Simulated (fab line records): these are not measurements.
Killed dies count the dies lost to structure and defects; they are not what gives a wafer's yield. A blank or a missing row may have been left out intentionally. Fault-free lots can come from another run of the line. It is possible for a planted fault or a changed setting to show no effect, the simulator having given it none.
fab line records	flow nand-harc
record: lots: 24	wafers: 72	last-day: 25
route steps=1159 shown A_SLIT@791 A_CONTACT@864
lots untouched by any fault: they come from a run of this same line in which no faults occurred
start-h: the number of hours between the record's first day and the start of the first shown wafer of the lot	wait-h: hours from the lot's prior step to this one	" the same as in the row above	L1.1+2: several wafers, shown together as one row	- no value, or no start given	* or withheld: withheld	< > ~ a bound
route shown NAME@n: a module of which the file shows steps, and the number in the route of the first	usual: mean and standard deviation over wafers with no fault	same: alike in all rows	chamber/n: place in a boat	sites: the reading at each site	_std_site: the values' standard deviation	_edge_site: outer sites' mean less inner sites'	radius-mm: how far each site lies from the wafer's centre	mask NAME#n: copy n	behind: the tool/chamber that last shaped the wafer	hold: cause of the lot's hold/its duration in hours/its outcome	device: transistor that didn't switch, given as n, p or np	end of line: at the end of the route, the tests of the same wafers	a step without rows: its recipe alone	killed: dies that structure and defects cost at the first sort, which is not the same as the wafer's yield	map: dies across one wafer; x = killed, . = not, _ = none there
set.NAME: setting as actually run; set.NAME@STEP: the setting as run at that earlier step	model.NAME: the simulator's own value behind a step, which no gauge read
the route's steps for a sample of lots (tables are steps, rows are wafers)
services: a tool's chamber out of use, with start hour (start-h, from the record's first day; less than 0 if before it), hours out, and reason
== steps ==
step: NHARC_A_SLIT_OVL_MEAS_10
usual: overlay-x-nm: -0.2/0.75	overlay-y-nm: 0.1/1.1
lot.wafer	tool	chamber	start-h	wait-h	overlay-x-nm	overlay-y-nm
L074.1	overlay-01	-	326.80	-	0.0	-1.0
L074.2	"	-	"	"	-0.3	-0.7
L074.3	"	-	"	"	-0.6	-0.2
L075.2	overlay-01	-	327.16	-	-0.5	1.3
L075.3	"	-	"	"	-0.6	0.9
L075.4	"	-	"	"	-0.5	1.0
L078.2	overlay-02	-	335.50	-	-0.9	2.3
L078.5	"	-	"	"	0.0	2.0
L078.6	"	-	"	"	-0.9	2.0
L077.1	overlay-02	-	336.41	-	1.2	0.7
L077.3	"	-	"	"	0.7	1.0
L077.4	"	-	"	"	0.8	0.4
L079.1	overlay-02	-	348.12	-	-0.8	1.7
L079.4	"	-	"	"	-0.4	1.4
L079.6	"	-	"	"	-0.2	1.9
L076.2	overlay-02	-	349.69	-	0.3	-1.4
L076.5	"	-	"	"	0.3	-1.2
L076.6	"	-	"	"	-0.5	-2.1
L081.1	overlay-02	-	367.21	-	-0.6	1.7
L081.2	"	-	"	"	-0.7	1.9
L081.5	"	-	"	"	-0.5	1.7
L084.4	overlay-01	-	367.44	-	0.8	-0.7
L084.5	"	-	"	"	1.0	-0.8
L084.6	"	-	"	"	1.0	-0.4
L080.1	overlay-01	-	367.70	-	0.7	-1.2
L080.5	"	-	"	"	0.7	-1.3
L080.6	"	-	"	"	0.9	-0.9
L083.1	overlay-01	-	371.19	-	-1.8	1.2
L083.2	"	-	"	"	-1.7	1.3
L083.5	"	-	"	"	-1.3	1.0
L082.1	overlay-01	-	371.46	-	0.1	-0.5
L082.2	"	-	"	"	0.0	0.0
L082.5	"	-	"	"	0.2	-0.4
L088.1	overlay-02	-	396.32	-	0.2	-1.0
L088.4	"	-	"	"	-0.3	-0.9
L088.5	"	-	"	"	0.5	-1.0
L087.1	overlay-01	-	396.61	-	-1.2	-0.9
L087.3	"	-	"	"	-1.2	-1.5
L087.5	"	-	"	"	-1.3	-1.5
L086.1	overlay-01	-	409.46	-	0.1	0.5
L086.2	"	-	"	"	0.0	0.2
L086.6	"	-	"	"	0.4	0.0
L085.1	overlay-02	-	410.50	-	0.0	-1.5
L085.4	"	-	"	"	-0.5	-1.6
L085.6	"	-	"	"	-0.8	-1.8
L090.1	overlay-01	-	417.87	-	-0.3	-0.4
L090.4	"	-	"	"	-0.6	-0.4
L090.6	"	-	"	"	-0.9	-0.7
L092.1	overlay-02	-	418.20	-	0.6	1.1
L092.2	"	-	"	"	0.0	1.5
L092.6	"	-	"	"	0.5	1.2
L091.1	overlay-02	-	420.14	-	-1.8	-0.1
L091.2	"	-	"	"	-1.4	-0.4
L091.3	"	-	"	"	-1.2	-0.5
L089.1	overlay-01	-	421.73	-	1.2	0.6
L089.3	"	-	"	"	1.0	0.4
L089.6	"	-	"	"	1.0	0.4
L095.3	overlay-02	-	439.79	-	-0.1	-0.7
L095.4	"	-	"	"	0.7	0.0
L095.5	"	-	"	"	-0.1	-0.5
L094.2	overlay-01	-	440.51	-	-1.5	-0.4
L094.4	"	-	"	"	-1.3	-0.7
L094.5	"	-	"	"	-1.5	-0.8
L096.1	overlay-02	-	440.67	-	-1.0	-0.3
L096.2	"	-	"	"	-0.6	-0.5
L096.6	"	-	"	"	-0.7	-0.2
L093.1	overlay-01	-	441.64	-	0.5	0.8
L093.3	"	-	"	"	0.2	1.0
L093.6	"	-	"	"	0.8	0.9
L097.3	overlay-02	-	461.08	-	-0.1	1.2
L097.4	"	-	"	"	-0.1	0.1
L097.6	"	-	"	"	0.1	0.1
step: NHARC_A_CONTACT_ETCH_113
recipe: source-w: withheld	pressure-mtorr: 20	bias-v: 3000	time-s: 94	target-depth-a: 9220	ar-flow-sccm: withheld	c4f8-flow-sccm: withheld	o2-flow-sccm: withheld	chemistry: C4F8/O2/Ar
lot.wafer	tool	chamber	start-h	wait-h	rf-hours-counter-h
L075.2	har-cap-etch-01	1	375.87	0.1	57
L075.4	"	0	"	"	-
L075.3	"	1	"	"	-
L074.2	har-cap-etch-02	1	376.74	0.1	10
L074.1	"	0	"	"	10
L074.3	"	1	"	"	-
L077.1	har-cap-etch-03	0	380.26	0.1	87
L077.4	"	1	"	"	-
L077.3	"	0	"	"	-
L078.2	har-cap-etch-01	0	381.04	0.1	58
L078.6	"	0	"	"	-
L078.5	"	1	"	"	-
L079.1	har-cap-etch-01	1	400.06	0.1	61
L079.4	"	0	"	"	-
L079.6	"	0	"	"	-
L076.2	har-cap-etch-02	1	400.58	0.1	15
L076.5	"	0	"	"	-
L076.6	"	1	"	"	-
L084.4	har-cap-etch-02	1	410.63	0.1	-
L084.5	"	0	"	"	-
L084.6	"	1	"	"	-
L081.2	har-cap-etch-03	0	410.77	0.1	93
L081.1	"	1	"	"	93
L081.5	"	0	"	"	-
L080.1	har-cap-etch-03	0	416.05	0.1	94
L080.6	"	0	"	"	-
L080.5	"	1	"	"	-
L083.1	har-cap-etch-01	1	425.95	0.1	66
L083.2	"	0	"	"	66
L083.5	"	0	"	"	-
L082.1	har-cap-etch-03	1	427.52	0.1	97
L082.2	"	0	"	"	97
L082.5	"	0	"	"	-
L088.1	har-cap-etch-01	0	440.43	0.1	69
L088.4	"	1	"	"	-
L088.5	"	1	"	"	-
L087.1	har-cap-etch-03	1	440.93	0.1	99
L087.3	"	1	"	"	-
L087.5	"	1	"	"	-
L086.1	har-cap-etch-02	0	453.87	0.1	22
L086.2	"	1	"	"	22
L086.6	"	0	"	"	-
L085.1	har-cap-etch-01	1	454.60	0.1	72
L085.4	"	1	"	"	-
L085.6	"	0	"	"	-
L090.1	har-cap-etch-02	0	465.10	0.1	24
L090.4	"	1	"	"	-
L090.6	"	0	"	"	-
L091.1	har-cap-etch-03	0	465.39	0.1	104
L091.2	"	1	"	"	104
L091.3	"	1	"	"	-
L092.1	har-cap-etch-02	0	470.50	0.1	25
L092.2	"	1	"	"	25
L092.6	"	1	"	"	-
L089.1	har-cap-etch-03	1	476.37	0.1	106
L089.3	"	0	"	"	-
L089.6	"	0	"	"	-
L094.2	har-cap-etch-03	0	491.69	0.1	107
L094.4	"	1	"	"	-
L094.5	"	1	"	"	-
L095.3	har-cap-etch-02	0	495.84	0.1	-
L095.4	"	1	"	"	-
L095.5	"	0	"	"	-
L096.1	har-cap-etch-03	1	500.62	0.1	109
L096.2	"	0	"	"	109
L096.6	"	0	"	"	-
L093.1	har-cap-etch-02	1	501.09	0.1	30
L093.3	"	0	"	"	-
L093.6	"	0	"	"	-
L097.4	har-cap-etch-01	0	508.69	0.1	-
L097.3	"	1	"	"	-
L097.6	"	0	"	"	-
step: NHARC_A_CONTACT_STRIP_55
recipe: o2-flow-sccm: 500	ar-flow-sccm: 0	bias-w: 0	chemistry: O2
usual: drypump-motor-current-A: 5.8/0.32	oes-product-au: 0.997/0.016	rf-vpp-V: 57.7/0.8	showerhead-plenum-p-Torr: 3.49/0.091	throttle-valve-pct: 17.037/0.0084
lot.wafer	tool	chamber	start-h	wait-h	drypump-motor-current-A	oes-product-au	rf-hours-counter-h	rf-vpp-V	showerhead-plenum-p-Torr	throttle-valve-pct
L075.3	rie-diel-05	0	-	-	6.0	0.993	7	57.5	3.56	17.030
L075.2	"	1	"	"	5.8	1.000	7	57.6	3.45	17.028
L075.4	"	1	"	"	5.8	1.002	-	59.4	3.45	17.040
L074.3	rie-diel-05	2	-	-	6.1	0.975	7	57.3	3.43	17.035
L074.1	"	0	"	"	5.9	0.991	7	57.6	3.56	17.053
L074.2	"	1	"	"	5.8	1.008	7	57.1	3.45	17.037
L077.3	rie-diel-05	2	-	-	6.1	0.968	8	58.5	3.43	17.049
L077.1	"	0	"	"	5.9	0.979	8	57.8	3.55	17.043
L077.4	"	1	"	"	5.8	1.001	-	58.2	3.44	17.033
L078.2	rie-diel-05	1	-	-	5.8	1.015	8	56.5	3.45	17.045
L078.6	"	1	"	"	5.8	1.014	-	56.9	3.45	17.051
L078.5	"	0	"	"	5.9	0.994	-	58.3	3.55	17.039
L079.1	rie-diel-05	3	-	-	5.7	1.021	2	57.4	3.61	17.045
L079.4	"	1	"	"	5.8	1.021	10	56.2	3.44	17.025
L079.6	"	0	"	"	6.0	0.986	-	57.7	3.55	17.031
L076.2	rie-diel-05	1	-	-	5.8	1.014	10	58.8	3.44	17.052
L076.6	"	2	"	"	6.1	0.978	-	58.2	3.43	17.030
L076.5	"	3	"	"	5.7	1.025	-	57.7	3.61	17.042
L084.4	rie-diel-08	0	-	-	6.1	1.001	43	57.7	3.32	17.050
L084.6	"	3	"	"	5.3	0.990	-	57.8	3.59	17.027
L084.5	"	0	"	"	6.1	1.003	-	57.4	3.32	17.039
L081.2	rie-diel-05	3	-	-	5.7	1.015	4	57.2	3.61	17.040
L081.1	"	0	"	"	6.0	0.980	12	59.5	3.55	17.032
L081.5	"	2	"	"	6.2	0.970	-	57.9	3.43	17.046
L080.1	rie-diel-08	3	-	-	5.3	0.997	50	58.4	3.59	17.040
L080.5	"	2	"	"	5.9	1.001	-	59.0	3.60	17.039
L080.6	"	3	"	"	5.3	1.008	-	56.7	3.59	17.044
L083.2	rie-diel-05	0	-	-	5.9	0.990	15	58.8	3.55	17.031
L083.1	"	2	"	"	6.1	0.984	15	57.6	3.43	17.020
L083.5	"	1	"	"	5.8	1.000	-	57.4	3.44	17.027
L082.1	rie-diel-05	3	-	-	5.7	1.024	7	58.3	3.60	17.047
L082.2	"	0	"	"	5.9	0.985	15	58.2	3.55	17.028
L082.5	"	3	"	"	5.7	1.031	-	56.5	3.60	17.038
L088.1	rie-diel-08	1	-	-	5.0	0.983	57	58.3	3.40	17.025
L088.4	"	2	"	"	5.9	1.004	56	58.0	3.60	17.034
L088.5	"	0	"	"	6.1	0.996	-	58.6	3.31	17.054
L087.1	rie-diel-05	0	-	-	6.0	0.987	17	56.2	3.55	17.055
L087.3	"	2	"	"	6.1	0.987	17	58.7	3.43	17.039
L087.5	"	3	"	"	5.8	1.035	-	59.4	3.60	17.025
L086.2	rie-diel-02	2	-	-	5.9	0.993	42	57.2	3.36	17.038
L086.1	"	1	"	"	6.0	0.989	45	57.5	3.61	17.044
L086.6	"	3	"	"	6.2	1.009	-	58.5	3.50	17.041
L085.1	rie-diel-02	0	-	-	5.1	1.001	40	56.8	3.51	17.038
L085.4	"	2	"	"	5.9	1.002	43	56.9	3.36	17.028
L085.6	"	0	"	"	5.0	0.989	-	57.5	3.51	17.039
L090.4	rie-diel-02	2	-	-	5.9	0.986	44	57.6	3.35	17.048
L090.1	"	0	"	"	5.1	0.986	42	58.9	3.51	17.034
L090.6	"	1	"	"	6.0	0.993	-	58.1	3.61	17.051
L091.2	rie-diel-05	1	-	-	5.8	1.007	22	58.4	3.44	17.044
L091.3	"	2	"	"	6.1	0.973	22	58.3	3.43	17.026
L091.1	"	3	"	"	5.7	1.019	13	58.1	3.60	17.024
L092.1	rie-diel-02	3	-	-	6.2	1.018	45	57.4	3.50	17.026
L092.2	"	1	"	"	6.0	0.991	52	57.4	3.61	17.036
L092.6	"	3	"	"	6.2	1.005	-	58.1	3.50	17.016
L089.3	rie-diel-08	1	-	-	5.1	0.981	73	58.2	3.39	17.027
L089.1	"	2	"	"	5.9	0.999	70	56.7	3.59	17.031
L089.6	"	0	"	"	6.2	0.994	-	56.9	3.30	17.036
L094.2	rie-diel-05	3	-	-	5.7	1.018	18	57.5	3.60	17.050
L094.5	"	3	"	"	5.7	1.012	-	58.4	3.60	17.047
L094.4	"	1	"	"	5.8	1.009	-	57.5	3.43	17.040
L095.3	rie-diel-05	0	-	-	6.0	0.988	27	57.0	3.54	17.035
L095.4	"	1	"	"	5.8	1.010	27	57.7	3.43	17.045
L095.5	"	1	"	"	5.9	1.010	-	57.4	3.43	17.047
L096.1	rie-diel-05	1	-	-	5.8	1.010	28	58.8	3.43	17.036
L096.2	"	2	"	"	6.1	0.985	28	57.2	3.42	17.033
L096.6	"	0	"	"	5.9	0.985	-	57.4	3.54	17.029
L093.1	rie-diel-02	2	-	-	5.9	0.987	60	58.0	3.35	17.037
L093.3	"	0	"	"	5.1	0.977	54	58.0	3.50	17.036
L093.6	"	3	"	"	6.1	1.008	-	57.3	3.49	17.044
L097.4	rie-diel-08	0	-	-	6.1	0.995	9	56.9	3.30	17.044
L097.3	"	1	"	"	5.0	0.998	10	57.5	3.39	17.035
L097.6	"	0	"	"	6.1	0.991	-	56.2	3.30	17.042
step: NHARC_A_CONTACT_ETCH_128
recipe: source-w: withheld	pressure-mtorr: 20	bias-v: 1200	time-s: 155	target-depth-a: 9560	ar-flow-sccm: withheld	c4f8-flow-sccm: withheld	o2-flow-sccm: withheld	chemistry: C4F8/O2/Ar
lot.wafer	tool	chamber	start-h	wait-h	rf-hours-counter-h
L075.2	har-cap-etch-02	1	383.72	0.1	12
L075.4	"	0	"	"	-
L075.3	"	1	"	"	-
L074.2	har-cap-etch-03	1	385.42	0.1	89
L074.1	"	0	"	"	89
L074.3	"	1	"	"	-
L077.1	har-cap-etch-01	0	388.43	0.1	59
L077.3	"	0	"	"	-
L077.4	"	1	"	"	-
L078.2	har-cap-etch-02	1	388.78	0.1	13
L078.5	"	1	"	"	-
L078.6	"	0	"	"	-
L079.1	har-cap-etch-03	1	407.41	0.1	92
L079.4	"	1	"	"	-
L079.6	"	1	"	"	-
L076.2	har-cap-etch-01	1	407.68	0.1	63
L076.6	"	0	"	"	-
L076.5	"	1	"	"	-
L084.4	har-cap-etch-01	0	417.86	0.1	-
L084.6	"	0	"	"	-
L084.5	"	1	"	"	-
L081.2	har-cap-etch-02	1	418.02	0.1	18
L081.1	"	0	"	"	18
L081.5	"	1	"	"	-
L080.1	har-cap-etch-03	0	425.81	0.1	95
L080.6	"	0	"	"	-
L080.5	"	1	"	"	-
L083.2	har-cap-etch-01	0	433.04	0.1	68
L083.1	"	1	"	"	68
L083.5	"	1	"	"	-
L082.1	har-cap-etch-03	1	435.40	0.1	98
L082.2	"	0	"	"	98
L082.5	"	0	"	"	-
L088.1	har-cap-etch-01	0	447.82	0.1	71
L088.4	"	0	"	"	-
L088.5	"	1	"	"	-
L087.1	har-cap-etch-03	1	448.24	0.1	101
L087.3	"	0	"	"	-
L087.5	"	1	"	"	-
L086.1	har-cap-etch-03	0	461.01	0.1	103
L086.2	"	1	"	"	103
L086.6	"	1	"	"	-
L085.1	har-cap-etch-01	0	463.22	0.1	73
L085.4	"	0	"	"	-
L085.6	"	1	"	"	-
L090.1	har-cap-etch-01	1	473.77	0.1	75
L090.4	"	0	"	"	-
L090.6	"	0	"	"	-
L091.1	har-cap-etch-02	0	474.59	0.1	27
L091.2	"	1	"	"	27
L091.3	"	0	"	"	-
L092.1	har-cap-etch-01	1	478.21	0.1	76
L092.2	"	0	"	"	76
L092.6	"	0	"	"	-
L089.1	har-cap-etch-01	1	483.45	0.1	78
L089.3	"	0	"	"	-
L089.6	"	1	"	"	-
L094.2	har-cap-etch-01	1	499.72	0.2	80
L094.4	"	0	"	"	-
L094.5	"	0	"	"	-
L095.4	har-cap-etch-01	1	503.32	0.2	-
L095.3	"	0	"	"	-
L095.5	"	1	"	"	-
L096.2	har-cap-etch-03	0	508.36	0.1	110
L096.1	"	1	"	"	110
L096.6	"	1	"	"	-
L093.1	har-cap-etch-03	1	510.00	0.1	112
L093.3	"	1	"	"	-
L093.6	"	1	"	"	-
L097.3	har-cap-etch-02	0	516.73	0.2	-
L097.4	"	1	"	"	-
L097.6	"	0	"	"	-
step: NHARC_A_CONTACT_ETCH_106
recipe: target-depth-a: 600	overetch-a: 60	time-s: 33	ion-energy-ev: 100	cf4-flow-sccm: 80	o2-flow-sccm: 20	ar-flow-sccm: 0	rf-w: 300	bias-w: 100	chemistry: CF4/O2
usual: drypump-motor-current-A: 5.8/0.36	oes-product-au: 0.997/0.016	rf-vpp-V: 197.5/1.2	showerhead-plenum-p-Torr: 1.32/0.038	throttle-valve-pct: 13.397/0.01
lot.wafer	tool	chamber	start-h	wait-h	drypump-motor-current-A	oes-product-au	rf-hours-counter-h	rf-vpp-V	showerhead-plenum-p-Torr	throttle-valve-pct
L075.3	rie-diel-05	2	385.52	0.1	6.1	0.980	8	197.2	1.30	13.391
L075.2	"	0	"	"	5.9	0.998	8	198.7	1.35	13.402
L075.4	"	1	"	"	5.8	1.002	-	196.9	1.30	13.389
L074.2	rie-diel-05	2	387.65	0.1	6.1	0.966	9	196.0	1.30	13.386
L074.3	"	0	"	"	5.9	0.992	9	198.5	1.35	13.398
L074.1	"	1	"	"	5.8	1.007	9	195.9	1.30	13.380
L077.1	rie-diel-05	2	390.29	0.1	6.1	0.967	9	196.4	1.30	13.387
L077.3	"	0	"	"	5.9	0.991	9	197.5	1.35	13.414
L077.4	"	1	"	"	5.8	1.017	-	196.5	1.30	13.401
L078.2	rie-diel-02	3	390.96	0.3	6.2	1.014	17	198.0	1.33	13.377
L078.6	"	0	"	"	5.0	0.997	-	197.8	1.33	13.406
L078.5	"	1	"	"	6.0	0.994	-	198.0	1.37	13.393
L079.4	rie-diel-05	1	409.47	0.1	5.8	1.015	11	196.2	1.30	13.398
L079.1	"	2	"	"	6.1	0.963	12	197.8	1.30	13.415
L079.6	"	3	"	"	5.7	1.027	-	197.5	1.37	13.392
L076.2	rie-diel-05	0	410.30	0.1	5.9	0.995	12	199.3	1.34	13.400
L076.5	"	2	"	"	6.1	0.972	-	197.1	1.30	13.405
L076.6	"	3	"	"	5.7	1.033	-	199.0	1.37	13.393
L084.4	rie-diel-05	3	419.61	0.1	5.7	1.023	5	198.4	1.37	13.388
L084.6	"	3	"	"	5.7	1.019	-	198.1	1.37	13.396
L084.5	"	0	"	"	5.9	0.979	-	197.6	1.34	13.403
L081.1	rie-diel-08	2	419.82	0.1	5.9	0.998	48	198.4	1.36	13.403
L081.2	"	0	"	"	6.1	0.998	45	196.4	1.25	13.393
L081.5	"	2	"	"	5.9	1.002	-	198.1	1.36	13.389
L080.1	rie-diel-02	3	427.80	0.2	6.2	1.008	30	197.6	1.33	13.406
L080.6	"	3	"	"	6.2	1.006	-	197.8	1.33	13.387
L080.5	"	0	"	"	5.0	0.991	-	198.7	1.33	13.377
L083.1	rie-diel-05	0	434.83	0.1	6.0	0.986	16	198.3	1.34	13.394
L083.2	"	2	"	"	6.2	0.978	16	196.1	1.30	13.404
L083.5	"	0	"	"	6.0	0.995	-	198.1	1.34	13.372
L082.1	rie-diel-02	3	437.19	0.1	6.1	1.000	32	197.5	1.33	13.400
L082.2	"	1	"	"	6.0	0.995	36	198.8	1.37	13.397
L082.5	"	3	"	"	6.2	1.010	-	198.4	1.33	13.394
L088.4	rie-diel-05	0	449.62	0.1	5.9	0.990	18	197.5	1.34	13.390
L088.1	"	1	"	"	5.8	1.011	17	197.6	1.30	13.392
L088.5	"	0	"	"	6.0	0.981	-	198.0	1.34	13.409
L087.3	rie-diel-08	2	450.11	0.1	5.9	1.001	59	196.8	1.36	13.404
L087.1	"	3	"	"	5.3	0.999	61	198.1	1.36	13.388
L087.5	"	2	"	"	5.9	0.997	-	197.5	1.36	13.401
L086.2	rie-diel-05	0	462.80	0.1	6.0	0.994	20	198.7	1.34	13.379
L086.1	"	1	"	"	5.8	1.023	20	196.8	1.30	13.401
L086.6	"	0	"	"	5.9	0.994	-	198.4	1.34	13.395
L085.4	rie-diel-08	2	465.06	0.0	5.9	0.997	65	199.1	1.36	13.395
L085.1	"	0	"	"	6.1	0.993	63	196.4	1.25	13.389
L085.6	"	3	"	"	5.3	0.996	-	199.4	1.36	13.394
L090.4	rie-diel-08	2	475.56	0.1	5.9	0.994	69	199.4	1.36	13.398
L090.1	"	3	"	"	5.3	0.997	71	198.4	1.36	13.399
L090.6	"	1	"	"	5.0	0.982	-	196.9	1.28	13.406
L091.3	rie-diel-02	1	476.44	0.1	6.0	0.997	53	198.7	1.37	13.398
L091.2	"	2	"	"	5.9	1.007	50	197.0	1.27	13.396
L091.1	"	3	"	"	6.1	1.006	46	196.0	1.32	13.388
L092.2	rie-diel-05	1	480.83	0.3	5.8	1.012	24	195.6	1.30	13.407
L092.1	"	2	"	"	6.1	0.979	25	197.4	1.29	13.387
L092.6	"	3	"	"	5.7	1.029	-	199.1	1.36	13.391
L089.1	rie-diel-02	2	485.24	0.1	5.9	1.008	52	197.5	1.26	13.399
L089.3	"	0	"	"	5.1	0.986	48	197.6	1.33	13.410
L089.6	"	1	"	"	6.0	0.996	-	198.3	1.37	13.395
L094.4	rie-diel-08	0	501.81	0.1	6.1	0.995	6	196.4	1.24	13.405
L094.2	"	1	"	"	5.0	0.991	6	196.9	1.28	13.405
L094.5	"	1	"	"	5.0	0.996	-	197.0	1.28	13.394
L095.3	rie-diel-05	2	505.38	0.1	6.1	0.987	29	197.2	1.29	13.408
L095.4	"	0	"	"	5.9	0.982	27	198.4	1.34	13.412
L095.5	"	1	"	"	5.8	1.006	-	196.5	1.30	13.389
L096.2	rie-diel-08	2	510.20	0.1	5.9	1.021	10	199.1	1.36	13.409
L096.1	"	3	"	"	5.3	0.987	10	198.5	1.35	13.391
L096.6	"	1	"	"	5.0	0.996	-	196.9	1.28	13.402
L093.1	rie-diel-05	0	511.86	0.1	5.9	0.988	29	197.0	1.34	13.406
L093.3	"	1	"	"	5.8	1.010	30	197.9	1.30	13.389
L093.6	"	0	"	"	5.9	1.003	-	198.0	1.34	13.397
L097.4	rie-diel-08	0	519.15	0.1	6.1	0.993	12	194.5	1.24	13.404
L097.3	"	1	"	"	5.0	0.988	13	195.3	1.28	13.388
L097.6	"	1	"	"	5.0	0.981	-	195.9	1.28	13.411
step: NHARC_A_CONTACT_CMP_20
recipe: t-overpolish-s: 30	target-thk-nm: 300
usual: motor-current-A: 12.2/1	overpolish-run-s: 29.999/0.0099	time-to-endpoint-s: 57.2/2.8
lot.wafer	tool	chamber	start-h	wait-h	motor-current-A	overpolish-run-s	time-to-endpoint-s
L075.4	cmp-03	2	397.27	0.4	11.2	29.992	59.1
L075.3	"	3	"	"	12.2	29.986	58.1
L075.2	"	0	"	"	11.6	30.004	61.8
L074.2	cmp-04	3	398.02	0.8	12.5	29.990	56.6
L074.3	"	0	"	"	10.9	29.985	52.7
L074.1	"	2	"	"	13.6	30.002	53.9
L077.3	cmp-03	0	398.30	0.4	11.3	30.000	59.7
L077.1	"	1	"	"	11.9	29.991	55.9
L077.4	"	2	"	"	10.9	29.987	62.1
L078.2	cmp-02	3	398.84	0.7	13.9	30.007	58.9
L078.5	"	1	"	"	11.2	30.000	62.3
L078.6	"	2	"	"	12.8	29.992	55.0
L079.4	cmp-03	3	418.74	0.5	12.2	29.999	58.7
L079.1	"	2	"	"	11.5	29.996	60.6
L079.6	"	0	"	"	11.0	29.991	59.1
L076.2	cmp-02	3	418.86	0.8	14.6	30.000	57.1
L076.5	"	0	"	"	11.9	30.007	56.4
L076.6	"	1	"	"	11.5	29.989	62.3
L084.4	cmp-04	3	434.30	0.4	12.5	30.006	55.0
L084.6	"	1	"	"	13.6	30.010	58.5
L084.5	"	2	"	"	13.8	30.016	53.9
L081.2	cmp-02	0	437.83	0.8	11.9	29.985	55.9
L081.1	"	3	"	"	14.1	30.000	57.4
L081.5	"	1	"	"	11.6	29.982	63.7
L080.1	cmp-04	1	438.58	0.8	12.7	29.986	56.0
L080.5	"	0	"	"	11.3	29.996	56.1
L080.6	"	1	"	"	13.4	29.993	59.7
L083.2	cmp-04	3	442.31	0.8	12.2	30.006	55.9
L083.1	"	0	"	"	11.0	29.991	54.4
L083.5	"	2	"	"	13.9	29.994	56.5
L082.1	cmp-04	0	448.34	0.8	10.5	29.996	54.1
L082.2	"	1	"	"	13.1	29.998	55.9
L082.5	"	2	"	"	14.2	30.007	54.2
L088.4	cmp-02	3	464.96	0.6	13.9	29.993	59.3
L088.1	"	0	"	"	11.8	30.002	59.3
L088.5	"	3	"	"	14.5	30.017	58.1
L087.1	cmp-03	0	465.65	0.8	11.7	29.982	62.5
L087.3	"	2	"	"	11.6	29.998	61.6
L087.5	"	0	"	"	10.6	29.997	64.3
L086.2	cmp-04	2	473.42	0.8	13.7	29.992	54.9
L086.1	"	0	"	"	11.1	30.022	55.6
L086.6	"	2	"	"	13.4	30.011	54.4
L085.1	cmp-04	2	479.86	0.8	14.2	30.001	54.5
L085.4	"	0	"	"	10.6	30.005	54.2
L085.6	"	2	"	"	13.6	29.996	54.3
L090.1	cmp-04	2	494.52	0.7	13.2	30.009	53.5
L090.4	"	1	"	"	12.7	29.987	55.4
L090.6	"	2	"	"	13.8	29.990	53.5
L091.2	cmp-04	1	495.68	0.6	13.5	30.007	59.1
L091.1	"	3	"	"	12.6	30.000	55.9
L091.3	"	0	"	"	11.0	30.003	53.4
L092.1	cmp-04	3	497.00	0.8	11.9	30.007	62.0
L092.2	"	0	"	"	11.4	29.993	59.0
L092.6	"	2	"	"	13.3	30.005	58.0
L089.3	cmp-03	2	502.56	0.4	11.5	30.006	60.3
L089.1	"	3	"	"	12.9	29.995	53.2
L089.6	"	2	"	"	11.6	29.976	59.9
L094.4	cmp-04	1	511.93	0.6	13.1	30.003	55.5
L094.2	"	2	"	"	13.7	29.996	55.2
L094.5	"	3	"	"	12.0	30.005	54.0
L095.4	cmp-03	3	514.26	0.4	12.5	30.018	54.4
L095.3	"	1	"	"	12.0	29.998	53.1
L095.5	"	3	"	"	12.4	30.004	54.6
L096.2	cmp-03	1	517.86	0.8	12.0	30.016	56.5
L096.1	"	2	"	"	11.1	30.011	60.6
L096.6	"	2	"	"	11.5	29.983	61.3
L093.1	cmp-04	0	525.12	0.8	10.7	30.011	53.8
L093.3	"	1	"	"	13.8	29.996	54.8
L093.6	"	0	"	"	11.0	30.003	55.7
L097.3	cmp-03	2	534.34	0.5	11.3	29.982	61.4
L097.4	"	3	"	"	12.3	29.998	58.3
L097.6	"	2	"	"	11.2	30.003	61.8
== services ==
tool	chamber	start-h	hours	kind
cmp-03	-	358.86	4.0	pm
rie-diel-05	0	374.40	-	clean
rie-diel-05	1	374.40	-	clean
rie-diel-05	2	374.40	-	clean
rie-diel-05	3	374.40	-	clean
rie-diel-02	3	384.07	6.7	repair
cmp-04	-	401.06	4.0	pm
cmp-02	-	406.88	3.1	repair
cmp-02	-	422.62	4.0	pm
cmp-04	-	429.58	3.0	repair
rie-diel-02	0	446.67	2.1	repair
cmp-03	-	456.86	4.0	pm
cmp-02	-	477.28	0.7	repair
rie-diel-08	-	478.82	9.0	pm
cmp-04	-	488.58	1.1	repair
rie-diel-05	0	492.03	5.2	repair
har-cap-etch-03	-	497.84	0.4	repair
cmp-04	-	499.06	4.0	pm
rie-diel-08	0	503.22	3.3	repair
cmp-04	-	505.28	1.6	repair
rie-diel-02	-	505.58	9.0	pm
rie-diel-08	-	509.28	0.1	repair
rie-diel-05	-	517.93	9.0	pm
cmp-02	-	520.62	4.0	pm
== key ==
fault none
